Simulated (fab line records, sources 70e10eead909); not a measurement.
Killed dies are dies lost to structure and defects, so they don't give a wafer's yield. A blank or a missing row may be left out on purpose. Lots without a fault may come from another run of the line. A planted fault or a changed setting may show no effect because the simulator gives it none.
Chamber matching | flow nand_harc | NHARC_A_CONTACT_DESCUM_13 on rie_diel-11: 4 sister chambers
The step chemistry O2, time 3 s. 4 wafers are shown with their chamber, then 8 later ones without.

WAFERS WITH THEIR CHAMBER
wafer  | chamber | drypump_motor_current_A (A)
L077.2 | 1       | 5.47
L088.2 | 3       | 5.68
L088.6 | 2       | 6.05
L089.3 | 0       | 5.96

WAFERS WITHOUT THEIR CHAMBER
wafer  | drypump_motor_current_A (A)
L089.4 | 5.68
L089.5 | 5.97
L096.1 | 5.46
L096.2 | 5.97
L096.5 | 5.45
L096.3 | 6.03
L096.4 | 5.69
L096.6 | 5.96

WHICH CHAMBER EACH WENT THROUGH
wafer  | from the rows above | in truth
L089.4 | 3                   | 3
L089.5 | 0                   | 0
L096.1 | 1                   | 1
L096.2 | 0                   | 0
L096.5 | 1                   | 1
L096.3 | 2                   | 2
L096.4 | 3                   | 3
L096.6 | 0                   | 0
Placed correctly: 8 of 8. Can't be placed from these rows: 0. Placed wrongly: 0.
How it was worked out, from the rows above alone: a wafer's distance from a chamber is the root of the sum, over the readings, of the square of ((its reading less the chamber's mean) divided by the reading's scatter). The wafer belongs to the nearest chamber; if the next one is less than 2 further off, it can't be placed. A chamber's mean is the mean of its shown wafers. The scatter: with one shown wafer a chamber, the root of the mean of the squares of how far each hidden wafer lies from its nearest shown one.
